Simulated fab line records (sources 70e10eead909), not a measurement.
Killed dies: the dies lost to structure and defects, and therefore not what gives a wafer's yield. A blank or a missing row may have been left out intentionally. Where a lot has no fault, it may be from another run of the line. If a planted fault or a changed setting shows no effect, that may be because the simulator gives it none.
Chamber matching || flow nand_harc || rie_diel-01 running NHARC_P_STI_DESCUM_14: 4 sister chambers
The step chemistry O2, time 3 s. 8 wafers are shown with their chamber, then 7 later ones without.

EACH WAFER AND ITS CHAMBER
{"wafer": "L850.1", "chamber": 2, "drypump_motor_current_A (A)": 6.3, "oes_product_au (a.u.)": 0.996}
{"wafer": "L850.6", "chamber": 2, "drypump_motor_current_A (A)": 6.3, "oes_product_au (a.u.)": 0.997}
{"wafer": "L852.2", "chamber": 1, "drypump_motor_current_A (A)": 5.7, "oes_product_au (a.u.)": 0.990}
{"wafer": "L854.1", "chamber": 0, "drypump_motor_current_A (A)": 6.3, "oes_product_au (a.u.)": 1.002}
{"wafer": "L854.3", "chamber": 1, "drypump_motor_current_A (A)": 5.6, "oes_product_au (a.u.)": 1.000}
{"wafer": "L854.4", "chamber": 3, "drypump_motor_current_A (A)": 5.8, "oes_product_au (a.u.)": 0.988}
{"wafer": "L859.1", "chamber": 0, "drypump_motor_current_A (A)": 6.3, "oes_product_au (a.u.)": 1.013}
{"wafer": "L859.2", "chamber": 3, "drypump_motor_current_A (A)": 5.8, "oes_product_au (a.u.)": 0.998}

WAFERS MISSING THEIR CHAMBER
{"wafer": "L859.6", "drypump_motor_current_A (A)": 6.3, "oes_product_au (a.u.)": 1.001}
{"wafer": "L865.1", "drypump_motor_current_A (A)": 6.3, "oes_product_au (a.u.)": 0.999}
{"wafer": "L865.3", "drypump_motor_current_A (A)": 5.8, "oes_product_au (a.u.)": 0.997}
{"wafer": "L865.6", "drypump_motor_current_A (A)": 6.3, "oes_product_au (a.u.)": 1.000}
{"wafer": "L866.3", "drypump_motor_current_A (A)": 6.3, "oes_product_au (a.u.)": 1.006}
{"wafer": "L866.4", "drypump_motor_current_A (A)": 5.7, "oes_product_au (a.u.)": 0.998}
{"wafer": "L866.6", "drypump_motor_current_A (A)": 6.3, "oes_product_au (a.u.)": 1.009}

CHAMBER TAKEN BY EACH
{"wafer": "L859.6", "from the rows above": "can't be placed: 2 or 0", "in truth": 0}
{"wafer": "L865.1", "from the rows above": "can't be placed: 2 or 0", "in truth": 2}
{"wafer": "L865.3", "from the rows above": 3, "in truth": 3}
{"wafer": "L865.6", "from the rows above": "can't be placed: 2 or 0", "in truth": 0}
{"wafer": "L866.3", "from the rows above": "can't be placed: 0 or 2", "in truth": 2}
{"wafer": "L866.4", "from the rows above": "can't be placed: 1 or 3", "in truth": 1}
{"wafer": "L866.6", "from the rows above": "can't be placed: 0 or 2", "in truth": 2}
Correctly placed: 1 of 7. Cannot be placed on the basis of these rows: 6; the candidates contain the true chamber in 6. 0 placed wrongly.
How it was worked out, from the rows above alone: a wafer's distance from a chamber is the root of the sum, over the readings, of the square of ((its reading less the chamber's mean) divided by the reading's scatter). If the next closest chamber is less than 2 further off than the closest, the wafer can't be placed; otherwise it belongs to the closest. Each chamber's mean is taken over the wafers shown for it. How the scatter is found: for the shown wafers, subtract from each reading the mean of its chamber, square and add these, divide the total by (wafers less chambers), then take the root.
